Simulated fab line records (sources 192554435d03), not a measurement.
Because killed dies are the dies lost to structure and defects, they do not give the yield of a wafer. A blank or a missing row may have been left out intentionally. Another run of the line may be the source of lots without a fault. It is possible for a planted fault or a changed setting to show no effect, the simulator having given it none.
One fault through the eyes of 2 desks / flow n5 finfet / numbers are kept per desk, each desk with only its own; the story behind them comes last

## THE METROLOGY DESK
What the gauges read, lot by lot, whatever tool the lot ran on: means of the sampled wafers that have a number. If a lot's mean is further than 4 standard deviations from the usual mean, the lot is out of limits and carries the mark OUT (the distance appears in the brackets).
Columns: A = M14_RS at N5_BEOL_M14_RS_MEAS_54, usual 0.0328 ohm/sq; B = cd nm at N5_BEOL_M15_CD_MEAS_10, usual 360.6 nm
lot=L985; first seen here=day 13 10:25; A=0.0323; B=359.8
lot=L986; first seen here=day 14 03:14; A=0.0330; B=362.2
lot=L989; first seen here=day 14 07:58; A=0.0325; B=367.9 (+4.6) OUT
lot=L984; first seen here=day 15 00:51; A=0.0328; B=365.6
lot=L998; first seen here=day 17 05:10; A=0.0325; B=360.5
lot=L999; first seen here=day 17 20:15; A=0.0328; B=360.0
lot=L101; first seen here=day 18 01:15; A=0.0323; B=360.4
lot=L102; first seen here=day 18 01:32; A=0.0332; B=360.2
lot=L104; first seen here=day 19 06:48; A=0.0329; B=361.5
lot=L105; first seen here=day 19 08:02; A=0.0329; B=360.1
lot=L106; first seen here=day 20 01:50; A=0.0330; B=360.7
This desk finds L989 out of limits, L989 being first, at day 14 08:35 (cd nm at N5_BEOL_M15_CD_MEAS_10). L985, L986, L984, L998, L999, L101, L102, L104, L105, L106 stayed within limits.

## DESK OF THE TOOL OWNER: krf scanner-01
The tool's own readings at N5_BEOL_M15_EXPOSE_07 (exposes mask V14): means of the sampled wafers that have a number, for each lot that ran on this tool. If a lot's mean is further than 4 standard deviations from the usual mean, the lot is out of limits and carries the mark OUT (the distance appears in the brackets).
Columns: A = focus offset nm at N5_BEOL_M15_EXPOSE_07, usual 0.1 nm
lot=L986; first seen here=day 14 03:50; A=-0.1
lot=L989; first seen here=day 14 08:25; A=0.1
lot=L984; first seen here=day 15 01:24; A=-0.5
lot=L102; first seen here=day 18 02:07; A=0.4
lot=L106; first seen here=day 20 02:25; A=0.5
This desk's verdict: no lot among the 5 shows anything out of limits.

## BROUGHT TOGETHER
At day 14 08:35 the metrology desk could have sounded an alarm, on L989.
The tool owner's desk saw nothing out of limits.
The tool owner's desk has L989 on record, within its limits.
N5_BEOL_M15_EXPOSE_07 was run on krf scanner-01 by each of the lots named.

## WHAT WAS PUT IN BY THE SIMULATOR
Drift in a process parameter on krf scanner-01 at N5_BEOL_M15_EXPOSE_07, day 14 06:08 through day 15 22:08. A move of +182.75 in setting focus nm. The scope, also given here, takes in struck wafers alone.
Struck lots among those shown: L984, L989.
Time in hours between the start of the fault and the first out-of-limits reading at each desk: metrology desk, 2.
